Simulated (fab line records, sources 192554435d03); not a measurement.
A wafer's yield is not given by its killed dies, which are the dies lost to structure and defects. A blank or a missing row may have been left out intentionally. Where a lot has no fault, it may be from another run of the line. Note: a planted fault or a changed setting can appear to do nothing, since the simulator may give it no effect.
Split-lot study | flow n5Finfet | 39 wafers read across 7 lots, on a route 1938 steps long

ABOUT THE SPLIT
At N5_PMOS_HMC_CHANNEL_EPI_FIN_RECESS_16 (chemistry HBr/Cl2, target Si, target depth 54 nm, time 18 s), the setting timeS was moved away from the recipe's 18 s on 12 of the 39 wafers read, by -5.1% to +7.7%. All remaining wafers had this setting at the recipe value.

FROM THE SPLIT TO THE READING: what the file shows between them, 4 steps
- N5_PMOS_HMC_CHANNEL_EPI_PRECLEAN_36: cleans in O3/DIW, time 45 s
- N5_PMOS_HMC_CHANNEL_EPI_PRECLEAN_18: cleans in DHF, time 30 s
- N5_PMOS_HMC_CHANNEL_EPI_SRD_39: time 30 s
- N5_PMOS_HMC_CHANNEL_EPI_CMP_21: polishes SiGe30, target thk 54 nm

THE READING
HMC_CMP_THK, in nm, at N5_PMOS_HMC_CHANNEL_EPI_THK_MEAS_22. On this fab line, fault-free wafers typically give 53.7 nm with a standard deviation of 0.8 nm.

wafer  | tool, chamber at the split | timeS as run, s | against the recipe | HMC_CMP_THK, nm | against lot-mates on the recipe
L074.1 | rieSi-05, 3                | 18              | recipe             | 55.4            | -
L074.2 | rieSi-05, 1                | 18              | recipe             | 52.4            | -
L074.3 | rieSi-05, 0                | 18              | recipe             | 54.2            | -
L074.4 | rieSi-05, 2                | 18              | recipe             | 54.2            | -
L074.5 | rieSi-05, 2                | 18              | recipe             | 53.7            | -
L074.6 | rieSi-05, 1                | 18              | recipe             | 52.2            | -
L084.1 | rieSi-06, 1                | 19.38           | +7.7%              | 57.1            | +4.0
L084.2 | rieSi-06, 0                | 18              | recipe             | 52.7            | -
L084.3 | rieSi-06, 2                | 18              | recipe             | 53.9            | -
L084.4 | rieSi-06, 3                | 18              | recipe             | 52.8            | -
L084.5 | rieSi-06, 3                | 19.38           | +7.7%              | 57.0            | +3.9
L084.6 | rieSi-06, 2                | 19.38           | +7.7%              | 57.2            | +4.1
L086.1 | rieSi-06, 1                | 19.11           | +6.2%              | 56.0            | +2.5
L086.2 | rieSi-06, 2                | 18              | recipe             | 53.7            | -
L086.3 | rieSi-06, 0                | 19.11           | +6.2%              | 55.8            | +2.3
L086.4 | rieSi-06, 3                | 18              | recipe             | 53.5            | -
L086.5 | rieSi-06, 3                | 18              | recipe             | 53.4            | -
L086.6 | rieSi-06, 2                | 19.11           | +6.2%              | 57.1            | +3.6
L089.1 | rieSi-06, 2                | 18              | recipe             | 54.6            | -
L089.2 | rieSi-06, 1                | 19.17           | +6.5%              | 57.8            | +3.7
L089.3 | rieSi-06, 0                | 18              | recipe             | 53.8            | -
L089.4 | rieSi-06, 3                | 18              | recipe             | 53.8            | -
L089.5 | rieSi-06, 3                | 19.17           | +6.5%              | 57.1            | +3.0
L089.6 | rieSi-06, 2                | 19.17           | +6.5%              | 58.4            | +4.3
L092.4 | rieSi-06, 0                | 18              | recipe             | 52.7            | -
L092.5 | rieSi-06, 3                | 18              | recipe             | 53.1            | -
L092.6 | rieSi-06, 2                | 18              | recipe             | 54.4            | -
L093.1 | rieSi-06, 3                | 18              | recipe             | 52.9            | -
L093.2 | rieSi-06, 0                | 18              | recipe             | 52.8            | -
L093.3 | rieSi-06, 2                | 18              | recipe             | 54.4            | -
L093.4 | rieSi-06, 1                | 18              | recipe             | 54.0            | -
L093.5 | rieSi-06, 0                | 18              | recipe             | 52.8            | -
L093.6 | rieSi-06, 1                | 18              | recipe             | 54.0            | -
L095.1 | rieSi-06, 1                | 18              | recipe             | 53.7            | -
L095.2 | rieSi-06, 3                | 17.09           | -5.1%              | 50.3            | -3.0
L095.3 | rieSi-06, 0                | 18              | recipe             | 53.3            | -
L095.4 | rieSi-06, 1                | 17.09           | -5.1%              | 51.4            | -1.9
L095.5 | rieSi-06, 3                | 18              | recipe             | 52.8            | -
L095.6 | rieSi-06, 0                | 17.09           | -5.1%              | 50.3            | -3.0

THE FIT
A straight line over all 39 wafers: HMC_CMP_THK changes by +0.528 nm for each +1% of timeS; r = +0.92; the points scatter about the line by 0.76 nm.
The same after taking each lot's own level away (the mean of its wafers on the recipe; 39 wafers): +0.515 nm for each +1%; r = +0.93; scatter 0.67 nm.
The reading moves by 3.9 nm for the largest change in timeS, on that fit.
The span of the lots' own levels, 53.13 to 54.07 nm, comes to 1.2 times the standard deviation stated above.
So the lot-to-lot level changes the slope little: the two slopes agree.
Check: for one of the wafers moved furthest among these (+7.7%), held out of the fit, the line's prediction against its lot-mates is +3.94 nm. It came out at +3.97 nm against them.

THE WHOLE CHAIN: every reading that the file lists as answering this split, in the file's order
step                                  | what it does                                                | reading                                                                              | change (the file's fit)              | r (the file's)
N5_PMOS_HMC_CHANNEL_EPI_FIN_RECESS_16 | chemistry HBr/Cl2, target Si, target depth 54 nm, time 18 s | etch.depthNm (the simulator's own value, which no gauge read)                        | +0.54 nm for each +1% of the setting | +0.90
N5_PMOS_HMC_CHANNEL_EPI_FIN_RECESS_16 | chemistry HBr/Cl2, target Si, target depth 54 nm, time 18 s | PMOS_HMC_CHANNEL_EPI.featureDepthNm (the simulator's own value, which no gauge read) | +0.54 nm for each +1% of the setting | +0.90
N5_PMOS_HMC_CHANNEL_EPI_THK_MEAS_22   |                                                             | HMC_CMP_THK                                                                          | +0.515 for each +1% of the setting   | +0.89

FILE'S OWN FIT
HMC_CMP_THK changes by +0.515 nm for each +1% of timeS, r = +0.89.
